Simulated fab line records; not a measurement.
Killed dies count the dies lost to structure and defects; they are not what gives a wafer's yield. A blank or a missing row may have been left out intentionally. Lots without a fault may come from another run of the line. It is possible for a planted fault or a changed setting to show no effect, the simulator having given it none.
8D (eight disciplines) problem report, filled in by code    flow n5_finfet    the parts of the form that need people (team, actions taken, sign-off) are left out

1. THE PROBLEM
At N5_BEOL_M8_COAT_63, spin_speed_rpm averages 1180.3 rpm over 6 wafers from 2 lots, while fault-free wafers read 1500.0 rpm, standard deviation 1.2. So: -99 or more standard deviations from the usual mean.
The step: time 60 s, resist thk 60 nm.
First seen on wafer L191.3, day 13 19:58, on litho_track-02. The record has a number at this step for 11 wafers belonging to 4 lots. Rule for "out", or "out of limits": more than 4 standard deviations from the usual mean. The other wafers with a number count as sound.

2. WHAT IT IS, AND WHAT IT ISN'T
question                     is                      is not
which readings at this step  spin_speed_rpm          plate_temp_C
which lots                   L190, L191              L175, L192
which wafers of those lots   all that have a number  -
read on which tools          litho_track-02          litho_track-03
when                         from day 13 19:58       up to then (3 sound wafers); but 2 sound wafers of L192 came after

3. WHAT RULES OUT EACH SUSPECT
Counting: a tool at any process step up to the reading remains a suspect when it ran all the lots that are out and ran no sound lot after the first of those.
- litho_track-02 at N5_BEOL_M8_COAT_63 (time 60 s, resist thk 60 nm): kept. It ran every lot that is out, first L191 (day 13 19:58), and no sound lot after that; its last sound lot up to then is L175 (day 9 10:44). On those wafers its own readings are out: spin_speed_rpm.
After counting, what remains is litho_track-02 at N5_BEOL_M8_COAT_63.

4. THE CAUSE (what the simulator had put in)
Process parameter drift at N5_BEOL_M8_COAT_63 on litho_track-02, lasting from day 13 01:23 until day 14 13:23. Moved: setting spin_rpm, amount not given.
After counting, this tool was the only one left.

5. THE EFFECT CHAIN, in route order
One row per reading whose mean, taken over the struck wafers that have a number, lies over 3 standard deviations from the usual. Scope: only readings with a usual standard deviation given in the record; hours: median across lots of the time from each lot's start at the first step in this table that gives one to its start at this step; sigmas: change in usual standard deviations.
hours  step                reading         usual       on struck wafers  change  sigmas
0      N5_BEOL_M8_COAT_63  spin_speed_rpm  1500.0 rpm  1180.3            -319.7  -99 or more
Process steps it contains:
- N5_BEOL_M8_COAT_63: time 60 s, resist thk 60 nm.

6. WHAT WOULD HAVE CAUGHT IT SOONER
19 hours passed between the start of the fault at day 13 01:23 and the first reading out of limits in this record, taken at day 13 19:58.
